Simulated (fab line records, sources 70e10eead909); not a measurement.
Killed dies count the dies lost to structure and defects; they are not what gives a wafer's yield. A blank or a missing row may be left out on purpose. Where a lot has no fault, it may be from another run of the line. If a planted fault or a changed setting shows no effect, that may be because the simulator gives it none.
A lot that was struck, set against a sound lot / flow nand-harc / 13 out of 1159 route steps
Sound: these wafers, L589.2, L589.3, L589.5. Struck: wafer L593.6 (left out: L593.1, a lot-mate that was not struck); the cause follows at the end.
At each step with rows: each side's tool, then ch and its chambers, then its first start. Under that, the readings that differ: sound wafers / struck wafers / difference of the means / sigmas: that difference in standard deviations of wafers without a fault.
alike: readings whose means differ by less than 2 such deviations, and words and numbers that are the same on both sides. not compared: withheld readings, readings that some wafer has no value for, bounds like >300 that may hide the same value, and numbers for which the record gives no deviation and whose values overlap.
The two part at a step that has a row with sigmas, a row that says differs or no value, or rows on one side only. Numbers that don't overlap but have no deviation are shown without sigmas and don't part them. Lack of a reading on every wafer of one side parts them only where that side has two or more wafers.

first, 1 step without rows for these wafers: NHARC_A_WL_FILL_ALD_02 (deposits TiN, target thk 2 nm, pulse time 3 s, ald cycles 100).
NHARC_A_WL_FILL_CVD_03: deposits W, target thk 40 nm, time 3302 s.
  sound on cvd-w-02 ch 0, day 15 13:04; struck on cvd-w-01 ch 0, day 16 16:14
  alike: heater-power-w, throttle-valve-pct
  not compared: since-wet-clean-h
NHARC_A_WL_FILL_ETCHBACK_04: etches the open film in NF3, target depth 60 nm, time 120 s.
  sound on rie-metal-01 ch 0,1, day 15 16:28; struck on rie-metal-02 ch 1, day 16 17:13
reading=drypump-motor-current-A (A); sound=6.4 6.4 5.9; struck=5.2; difference=-1.0; sigmas=-2
  alike: oes-product-au, run-length-s
  not compared: rf-hours-counter-h
NHARC_A_WL_FILL_ETCHBACK_05: etches the open film in Cl2/BCl3, target depth 22 nm, time 60 s.
  sound on rie-metal-01 ch 0,1, day 15 16:42; struck on rie-metal-02 ch 0, day 16 17:28
  alike: drypump-motor-current-A, oes-product-au, run-length-s, temp-c
  not compared: rf-hours-counter-h
NHARC_A_WL_FILL_STRIP_27: strips in N2/H2, time 20 s.
  sound on plasma-asher-02 ch 1, day 15 16:50; struck on plasma-asher-01 ch 0, day 16 17:36
reading=drypump-motor-current-A (A); sound=5.73 5.76 5.72; struck=5.37; difference=-0.37; sigmas=-2
  alike: heater-power-w, temp-c
  not compared: rf-hours-counter-h
then, 5 steps without rows for these wafers: NHARC_A_WL_FILL_STRIP_28 (strips in post etch residue remover, time 1200 s); NHARC_A_WL_FILL_PRECLEAN_06 (cleans in DIW, time 300 s); NHARC_A_WL_FILL_SRD_07; NHARC_A_WL_FILL_ANNEAL_08 (time 1800 s); NHARC_A_WL_FILL_ALD_10 (deposits SiO2, target thk 50 nm, pulse time 10 s, ald cycles 500).
NHARC_A_WL_FILL_ETCHBACK_16: etches the open film in C4F8/O2/Ar, target depth 88 nm, time 17.6 s.
  sound on rie-diel-02 ch 0,2,3, day 16 02:44; struck on rie-diel-02 ch 3, day 17 03:34
reading=run-length-s (s); sound=39.0 38.6 38.7; struck=25.1; difference=-13.7; sigmas=-28
  alike: oes-product-au, rf-vpp-V
  not compared: rf-hours-counter-h
NHARC_A_WL_FILL_STRIP_29: strips in O2, time 20 s.
  sound on rie-diel-02 ch 0,1,3, day 16 02:49; struck on rie-diel-02 ch 1, day 17 03:38
  alike: drypump-motor-current-A, oes-product-au, rf-vpp-V, showerhead-plenum-p-Torr, throttle-valve-pct
  not compared: rf-hours-counter-h
-- break in the record here, with 4 days between the starts of the struck wafers on either side (left off in module A_WL_FILL, picked up again in module END, where the first step shown is number 1159 on the route) --
NHARC_END_SORT_01:
  at this point the record logs the struck wafers (prober-01 ch 0, day 20 20:08) and has no rows for the sound ones

== WHERE THEY PART ==
At NHARC_A_WL_FILL_ETCHBACK_04 first; at NHARC_END_SORT_01 last (within this record only).

WHY: whatever the simulator had introduced
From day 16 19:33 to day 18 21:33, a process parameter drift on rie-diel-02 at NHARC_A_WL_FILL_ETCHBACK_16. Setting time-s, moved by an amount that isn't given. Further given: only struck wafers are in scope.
